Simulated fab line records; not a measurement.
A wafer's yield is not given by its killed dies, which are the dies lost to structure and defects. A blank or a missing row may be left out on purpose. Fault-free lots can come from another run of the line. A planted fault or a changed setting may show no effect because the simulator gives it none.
The same fault as seen by 2 desks ; flow n5-finfet ; what lay behind the numbers comes last; until then each desk has only its own

FROM THE METROLOGY DESK
What the gauges read for every lot (on any tool): the sampled wafers with a number, averaged. Any lot whose mean is over 4 standard deviations away from the usual mean is out of limits and marked OUT; that distance is given in the brackets. Of its 10 readings 7 are shown: those that lie furthest out on some lot.
Columns: A = DIBL_N at N5_BEOL_M4_RC_MEAS_101, usual 36.5 mV/V; B = DIBL_P at N5_BEOL_M4_RC_MEAS_101, usual 36.5 mV/V; C = IOFF_P at N5_BEOL_M4_RC_MEAS_101, usual 0.221 nA/um; D = ION_P at N5_BEOL_M4_RC_MEAS_101, usual 466 uA/um; E = SS_N at N5_BEOL_M4_RC_MEAS_101, usual 71.6 mV/dec; F = SS_P at N5_BEOL_M4_RC_MEAS_101, usual 73.3 mV/dec; G = VT_P at N5_BEOL_M4_RC_MEAS_101, usual -249 mV
lot;first seen here;A;B;C;D;E;F;G
L708;day 8 15:49;37.4;35.2;0.210;462;71.7;73.3;-251
L715;day 11 14:50;36.7;37.6;0.182;458;71.6;73.2;-254
L716;day 11 17:20;35.7;35.9;0.203;462;71.4;73.1;-251
L717;day 12 01:18;38.0;36.9;0.223;464;71.7;72.9;-250
L726;day 14 11:44;35.4;37.8;0.234;467;72.2;73.2;-247
L730;day 15 21:52;35.2;34.6;0.241;476;71.4;72.8;-244
L729;day 16 01:32;36.7;36.0;0.196;461;71.7;73.1;-251
L728;day 16 04:32;37.0;35.7;0.202;464;71.7;73.4;-249
L731;day 16 07:52;38.3;38.0;0.247;467;72.2;74.3;-248
This desk's verdict: no lot among the 9 shows anything out of limits.

FOR THE TOOL OWNER'S DESK: litho-track-03
The tool's own readings at N5_GATE_CUT_COAT_07 (resist thk 30 nm): means of the sampled wafers that have a number, for each lot that ran on this tool. Any lot whose mean is over 4 standard deviations away from the usual mean is out of limits and marked OUT; that distance is given in the brackets.
Columns: A = spin-speed-rpm at N5_GATE_CUT_COAT_07, usual 1499.9 rpm
lot;first seen here;A
L708;day 4 10:56;1499.4
L715;day 6 06:46;1604.9 (+99 or more) OUT
L717;day 6 18:14;1604.8 (+99 or more) OUT
L726;day 9 19:32;1500.0
L730;day 11 10:20;1500.4
L729;day 11 11:21;1500.6
L728;day 11 12:49;1500.3
L731;day 11 13:38;1498.8
This desk's verdict: out of limits on L715, L717, starting with L715 at day 6 06:46 (spin-speed-rpm at N5_GATE_CUT_COAT_07). Within limits: L708, L726, L730, L729, L728, L731.

BROUGHT TOGETHER
An alarm could have come from the tool owner's desk at day 6 06:46, on L715, L717.
Nothing out of limits was seen by the metrology desk.
The metrology desk holds a record of L715, L717, inside its limits.
All the named lots went through N5_GATE_CUT_COAT_07 on litho-track-03.

WHAT THE SIMULATOR HAD INSERTED
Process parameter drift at N5_GATE_CUT_COAT_07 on litho-track-03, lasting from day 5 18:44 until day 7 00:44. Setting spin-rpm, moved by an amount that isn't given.
Struck lots among those shown: L715, L717.
Each desk's first reading out of limits, in hours after the fault started: the tool owner's desk, 12.
